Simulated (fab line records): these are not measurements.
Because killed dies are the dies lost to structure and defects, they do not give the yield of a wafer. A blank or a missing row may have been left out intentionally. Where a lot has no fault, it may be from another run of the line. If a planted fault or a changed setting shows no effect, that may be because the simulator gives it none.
Struck lot and sound lot, side by side | flow n5_finfet | 17 out of 1938 route steps
Sound: the wafers L872.1, L872.2, L872.6. Struck: wafer L890.4 (L890.2, L890.3, from the same lot, were not struck and are left out); the cause is given at the end.
Order at every step that has rows: each side's tool, ch and its chambers, its first start. Under that, the readings that differ: sound wafers | struck wafers | difference of the means | sigmas: that difference in standard deviations of wafers without a fault.
alike: readings with means less than 2 such deviations apart, plus words and numbers identical on both sides. not compared: withheld readings, readings lacking a value on some wafer, bounds such as >300 that could conceal the same value, and numbers that have no deviation in the record and whose values overlap.
Wherever a step has rows on one side only, a row that says differs or no value, or a row with sigmas, the two part there. When numbers do not overlap yet have no deviation, they are printed without sigmas and do not part them. A reading that every wafer of one side lacks parts them only if that side has two wafers or more.

first, 11 steps without rows for these wafers: N5_BEOL_M1_DESCUM_33 (chemistry O2, time 7 s); N5_BEOL_M1_ETCH_77 (etches underlayer in N2/H2, target depth 6.5 nm, time 5.2 s); N5_BEOL_M1_ETCH_69 (etches SiARC in CF4, target depth 15.6 nm, time 26 s); N5_BEOL_M1_ALD_98 (deposits SiO2, target thk 2.5 nm, pulse time 1 s, co reactant pulse time 1 s); N5_BEOL_M1_ETCHBACK_99 (etches SiO2 in CHF3, target depth 5 nm, time 10.4 s); N5_BEOL_M1_ETCH_70 (etches SOC in N2/H2, target depth 80 nm, overetch 16 nm, time 120 s); N5_BEOL_M1_STRIP_71 (strips in N2/H2); N5_BEOL_M1_STRIP_78 (strips in N2/H2); N5_BEOL_M1_VIA_ETCH_34 (etches the open film in C4F6/O2, target depth 67.8 nm, time 64.4 s); N5_BEOL_M1_STRIP_83 (strips in C4F6/O2); N5_BEOL_M1_STRIP_36 (strips in N2/H2).
N5_BEOL_M1_TRENCH_ETCH_37: etches SiOC in C4F6/O2, target depth 55.207 nm, time 29 s.
  sound on rie_diel-04 ch 0,3, day 7 02:49; struck on rie_diel-02 ch 1, day 12 00:24
  reading                             | sound             | struck | difference | sigmas
  rf_vpp_V (V)                        | 640 652 641       | 689    | +45        | +3
  model.etch.depth_nm (nm)            | 53.56 52.57 53.48 | 46.17  | -7.03      |
  model.BEOL_M1.feature_depth_nm (nm) | 53.6 52.6 53.4    | 46.2   | -7.0       |
  alike: drypump_motor_current_A, oes_f_703_au, oes_o_777_au, oes_product_au, showerhead_plenum_p_Torr, throttle_valve_pct
  not compared: rf_hours_counter_h
then, 2 steps without rows for these wafers: N5_BEOL_M1_ETCH_41 (etches SiCN in CH3F/O2, target depth 31.9 nm, time 57.8 s); N5_BEOL_M1_STRIP_97 (strips in N2/H2, time 10 s).
N5_BEOL_M1_OCD_MEAS_38:
  sound on ocd-02 at day 7 02:59; struck on ocd-02 at day 12 00:34
  reading              | sound          | struck | difference | sigmas
  trench_depth_nm (nm) | 54.3 53.1 53.6 | 46.0   | -7.7       | -5
then, 1 step without rows for these wafers: N5_BEOL_M1_HM_STRIP_39 (strips TiN in peroxide tin strip, target depth 25 nm, time 158 s).
N5_BEOL_M4_RC_MEAS_101:
  sound on prober-02 ch 0, day 8 22:36; struck on prober-01 ch 0, day 13 20:37
  alike: DIBL_N, DIBL_P, IOFF_N, IOFF_P, ION_N, ION_P, SS_N, SS_P, VT_N, VT_P

WHERE THEY PART
Earliest at N5_BEOL_M1_TRENCH_ETCH_37; latest, in this record, at N5_BEOL_M1_OCD_MEAS_38. Later steps at which nothing parts them and some readings are alike: N5_BEOL_M4_RC_MEAS_101.

WHY: what had been put in by the simulator
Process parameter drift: rie_diel-02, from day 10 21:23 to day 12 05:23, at N5_BEOL_M1_TRENCH_ETCH_37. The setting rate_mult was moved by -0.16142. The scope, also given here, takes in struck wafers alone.
